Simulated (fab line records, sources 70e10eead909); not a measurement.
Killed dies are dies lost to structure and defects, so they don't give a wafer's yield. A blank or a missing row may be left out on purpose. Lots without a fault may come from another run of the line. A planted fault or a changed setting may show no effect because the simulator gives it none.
fab line records | flow nand_harc | part 2 of 2: steps 5 to 6 of 6
record lots=24 wafers=72 last_day=33
route steps=1302 shown P_GATE@124 P_CONTACT@232
lots that met no fault: from a run of the same line without faults
start_h: hours from the record's first day to the start of the lot's first wafer shown | wait_h: hours since the lot's step before | " the same as in the row above | L1.1+2: a row that stands for several wafers | - no value, or no start given | * or withheld: withheld | < > ~ a bound
route shown NAME@n: a module of which the file shows steps, and the number in the route of the first | usual: mean/standard deviation of fault-free wafers | same: alike in all rows | chamber/n: place in a boat | sites: the reading at each site | _std_site: their standard deviation | _edge_site: outer sites' mean less inner sites' | radius_mm: how far each site lies from the wafer's centre | mask NAME#n: copy n | behind: the tool/chamber that last shaped the wafer | hold: why the lot was held/for how many hours/how that ended | device: the transistor (n, p or np) that didn't switch | end of line: the same wafers' tests at the end of the route | a step without rows: its recipe alone | killed: dies lost to structure and defects at the first sort, not the wafer's yield | map: a wafer's dies, x killed, . not, _ none there
set.NAME: the setting as run; set.NAME@STEP: as run at that earlier step | model.NAME: the simulator's own value behind a step, which no gauge read
steps of the route over a sample of lots; a table a step, a row a wafer
services: from which hour (start_h, from the record's first day; less than 0 if before it) a tool's chamber was out of use, for how many hours, and why
## steps
# step NHARC_P_GATE_DESCUM_93
# recipe time_s=3 o2_flow_sccm=200 ar_flow_sccm=0 bias_power_w=0 chemistry=O2
# usual drypump_motor_current_A=5.6/0.49 oes_product_au=1.001/0.0095 rf_vpp_V=57.7/0.83 showerhead_plenum_p_Torr=1.91/0.075 throttle_valve_pct=11.311/0.0096
# same bias_power_w=0
# columns lot.wafer tool chamber start_h wait_h drypump_motor_current_A oes_product_au rf_hours_counter_h rf_vpp_V showerhead_plenum_p_Torr throttle_valve_pct
L074.1 rie_diel-04 3 122.19 - 4.9 0.992 7.8 57.9 1.93 11.312
L074.5 " 0 " " 5.9 1.010 - 56.9 1.79 11.311
L074.6 " 1 " " 5.1 1.003 - 58.8 2.03 11.295
L075.4 rie_diel-04 1 123.61 - 5.2 1.006 7.7 57.6 2.03 11.312
L075.6 " 1 " " 5.2 1.001 - 59.1 2.03 11.308
L075.5 " 2 " " 6.2 0.991 - 57.3 1.98 11.289
L076.3 rie_diel-12 1 137.18 - 5.6 0.999 2.1 59.0 1.88 11.294
L076.1 " 3 " " 5.2 1.003 1.5 58.1 1.80 11.313
L076.4 " 3 " " 5.2 1.006 - 57.9 1.80 11.330
L077.3 rie_diel-02 0 142.77 - 5.6 0.991 5.5 58.1 1.97 11.300
L077.5 " 1 " " 6.1 1.000 - 56.9 1.89 11.318
L077.6 " 2 " " 6.7 0.995 - 58.3 1.93 11.303
L078.1 rie_diel-04 1 152.98 - 5.2 1.002 8.6 57.8 2.03 11.328
L078.4 " 1 " " 5.2 0.999 - 57.5 2.03 11.296
L078.5 " 3 " " 4.9 1.003 - 57.8 1.93 11.299
L079.3 rie_diel-02 1 166.90 - 6.0 1.001 6.4 59.2 1.89 11.331
L079.4 " 3 " " 5.8 0.994 6.9 57.5 1.85 11.298
L079.6 " 0 " " 5.6 0.985 - 56.5 1.97 11.308
L080.1 rie_diel-02 1 167.62 - 6.0 0.999 6.4 56.7 1.89 11.303
L080.5 " 2 " " 6.7 0.991 - 57.6 1.93 11.307
L080.6 " 3 " " 5.9 0.999 - 57.7 1.85 11.303
L081.1 rie_diel-12 3 180.32 - 5.3 1.011 3.6 57.7 1.80 11.317
L081.2 " 1 " " 5.6 1.006 5.0 57.0 1.88 11.327
L081.5 " 2 " " 5.6 1.007 - 57.6 1.86 11.307
L082.1 rie_diel-12 2 193.20 - 5.5 1.013 4.7 57.2 1.86 11.313
L082.3 " 0 " " 5.3 1.013 5.1 58.2 1.94 11.313
L082.6 " 2 " " 5.6 1.006 - 55.5 1.86 11.296
L083.1 rie_diel-04 2 204.97 - 6.2 0.998 0.2 57.9 1.98 11.304
L083.3 " 0 " " 5.9 1.009 0.4 56.6 1.79 11.321
L083.4 " 1 " " 5.2 0.996 0.2 58.2 2.03 11.305
L084.2 rie_diel-04 2 212.40 - 6.2 1.004 0.6 58.1 1.98 11.317
L084.3 " 3 " " 4.9 0.996 0.8 56.7 1.93 11.311
L084.1 " 1 " " 5.2 0.981 0.5 58.1 2.03 11.328
L085.3 rie_diel-12 2 222.37 - 5.6 1.004 6.6 58.4 1.86 11.332
L085.5 " 1 " " 5.6 1.006 - 57.5 1.88 11.323
L085.6 " 2 " " 5.5 1.003 - 56.7 1.86 11.315
L086.2 rie_diel-04 0 230.34 - 6.0 0.992 1.2 57.6 1.79 11.310
L086.5 " 3 " " 4.9 0.988 - 56.5 1.93 11.309
L086.6 " 0 " " 5.9 0.990 - 55.3 1.79 11.303
L087.4 rie_diel-04 2 240.64 - 6.2 1.007 1.6 57.2 1.98 11.313
L087.3 " 1 " " 5.2 0.993 1.4 58.9 2.03 11.304
L087.5 " 3 " " 4.9 0.987 - 58.2 1.93 11.306
L088.2 rie_diel-12 1 256.75 - 5.7 1.007 11.2 59.5 1.88 11.305
L088.5 " 1 " " 5.7 1.008 - 57.2 1.88 11.304
L088.6 " 2 " " 5.6 1.005 - 56.8 1.86 11.329
L089.2 rie_diel-12 0 260.87 - 5.3 1.009 10.1 57.8 1.94 11.309
L089.1 " 1 " " 5.7 1.015 11.3 57.3 1.88 11.310
L089.4 " 2 " " 5.5 1.007 10.4 57.7 1.86 11.302
L090.4 rie_diel-04 1 273.09 - 5.2 1.010 3.5 58.1 2.03 11.305
L090.2 " 2 " " 6.2 1.010 3.5 57.6 1.98 11.308
L090.1 " 3 " " 4.9 0.998 4.3 58.7 1.93 11.314
L091.4 rie_diel-12 0 281.77 - 5.3 0.993 0.1 57.4 1.94 11.318
L091.2 " 1 " " 5.7 1.017 0.1 57.5 1.88 11.326
L091.3 " 3 " " 5.2 0.986 0.1 57.4 1.80 11.305
L092.3 rie_diel-04 3 294.18 - 4.9 0.987 5.0 57.9 1.93 11.316
L092.1 " 0 " " 5.9 1.008 5.0 56.8 1.79 11.317
L092.6 " 1 " " 5.2 0.995 - 57.9 2.03 11.328
L093.4 rie_diel-04 1 298.81 - 5.2 0.993 4.4 57.6 2.03 11.314
L093.5 " 0 " " 6.0 1.006 - 56.3 1.79 11.324
L093.6 " 1 " " 5.2 0.996 - 56.4 2.03 11.314
L094.4 rie_diel-02 2 317.64 - 6.7 1.003 5.0 57.7 1.93 11.333
L094.1 " 0 " " 5.6 0.984 5.0 58.1 1.96 11.300
L094.2 " 1 " " 6.1 1.004 4.6 57.7 1.89 11.310
L095.3 rie_diel-04 3 317.73 - 4.9 0.992 6.3 57.6 1.93 11.314
L095.1 " 0 " " 5.9 1.001 6.2 57.2 1.79 11.310
L095.4 " 2 " " 6.2 1.004 6.4 56.8 1.97 11.312
L096.1 rie_diel-04 3 338.88 - 4.9 0.984 6.9 57.1 1.93 11.317
L096.3 " 0 " " 5.9 1.005 6.8 59.2 1.79 11.315
L096.5 " 2 " " 6.2 1.007 - 57.3 1.97 11.304
L097.4 rie_diel-12 3 346.66 - 5.2 0.984 6.0 57.3 1.80 11.318
L097.3 " 1 " " 5.6 1.012 5.0 58.5 1.88 11.307
L097.5 " 2 " " 5.5 1.012 - 57.6 1.86 11.312
# step NHARC_P_CONTACT_CD_MEAS_12
# recipe target_cd_nm=90 landing_energy_ev=500
# usual cd_nm=90.0/0.79
# columns lot.wafer tool chamber start_h wait_h cd_nm
L074.1 cd_sem-01 0 126.68 - 89.7
L074.5 " 0 " " 89.8
L074.6 " 0 " " 90.3
L075.4 cd_sem-01 0 128.29 - 91.3
L075.5 " 0 " " 90.9
L075.6 " 0 " " 90.7
L076.1 cd_sem-02 0 141.72 - 91.1
L076.3 " 0 " " 90.9
L076.4 " 0 " " 91.3
L077.3 cd_sem-02 0 147.38 - 88.8
L077.5 " 0 " " 89.1
L077.6 " 0 " " 89.3
L078.1 cd_sem-02 0 157.78 - 89.0
L078.4 " 0 " " 89.4
L078.5 " 0 " " 88.9
L079.3 cd_sem-03 0 171.29 - 89.7
L079.4 " 0 " " 88.1
L079.6 " 0 " " 89.7
L080.1 cd_sem-03 0 172.64 - 89.7
L080.5 " 0 " " 89.2
L080.6 " 0 " " 90.2
L081.1 cd_sem-03 0 184.82 - 90.5
L081.2 " 0 " " 89.9
L081.5 " 0 " " 90.4
L082.1 cd_sem-02 0 197.58 - 89.5
L082.3 " 0 " " 89.7
L082.6 " 0 " " 90.1
L083.1 cd_sem-02 0 210.13 - 89.6
L083.3 " 0 " " 88.9
L083.4 " 0 " " 89.0
L084.1 cd_sem-01 0 216.82 - 91.0
L084.2 " 0 " " 90.2
L084.3 " 0 " " 90.8
L085.3 cd_sem-01 0 226.87 - 90.3
L085.5 " 0 " " 90.3
L085.6 " 0 " " 90.4
L086.2 cd_sem-02 0 235.02 - 90.4
L086.5 " 0 " " 90.3
L086.6 " 0 " " 90.2
L087.3 cd_sem-03 0 245.43 - 91.1
L087.4 " 0 " " 91.3
L087.5 " 0 " " 89.5
L088.2 cd_sem-03 0 261.27 - 88.2
L088.5 " 0 " " 88.6
L088.6 " 0 " " 88.5
L089.1 cd_sem-02 0 265.24 - 90.4
L089.2 " 0 " " 90.0
L089.4 " 0 " " 90.4
L090.1 cd_sem-03 0 277.73 - 89.6
L090.2 " 0 " " 88.7
L090.4 " 0 " " 89.9
L091.2 cd_sem-02 0 286.71 - 89.1
L091.3 " 0 " " 89.8
L091.4 " 0 " " 89.4
L092.1 cd_sem-03 0 298.79 - 89.0
L092.3 " 0 " " 89.9
L092.6 " 0 " " 90.2
L093.4 cd_sem-02 0 303.18 - 89.8
L093.5 " 0 " " 90.5
L093.6 " 0 " " 89.4
L094.1 cd_sem-01 0 322.03 - 90.9
L094.2 " 0 " " 89.8
L094.4 " 0 " " 90.0
L095.1 cd_sem-03 0 322.25 - 90.3
L095.3 " 0 " " 89.1
L095.4 " 0 " " 89.6
L096.1 cd_sem-03 0 343.26 - 90.3
L096.3 " 0 " " 89.4
L096.5 " 0 " " 90.4
L097.3 cd_sem-01 0 351.24 - 91.3
L097.4 " 0 " " 90.6
L097.5 " 0 " " 90.7
## services
# columns tool chamber start_h hours kind
plasma_asher-02 - 72.00 9.0 pm
ald_sin-01 - 83.82 1.5 repair
ald_sin-03 3 85.88 1.7 repair
rie_diel-12 - 91.42 9.0 pm
ald_sin-03 2 119.34 9.2 repair
rie_diel-12 2 136.48 6.3 repair
rie_diel-04 2 148.33 13.3 repair
ald_sin-01 2 162.12 2.8 repair
plasma_asher-01 - 162.13 1.5 repair
plasma_asher-01 - 165.00 9.0 pm
ald_sin-03 - 170.00 10.0 pm
rie_diel-04 - 178.42 9.0 pm
rie_diel-04 1 192.05 9.7 repair
rie_diel-12 3 195.10 1.4 repair
ald_sin-01 - 203.99 1.8 repair
ald_sin-03 0 207.48 19.8 repair
rie_diel-02 - 216.70 9.0 pm
plasma_asher-02 - 249.00 9.0 pm
rie_diel-04 - 249.40 2.7 repair
ald_sin-03 - 265.49 0.4 repair
rie_diel-12 - 268.42 9.0 pm
plasma_asher-01 - 284.68 1.2 repair
plasma_asher-01 - 342.00 9.0 pm
ald_sin-01 3 345.47 18.3 repair
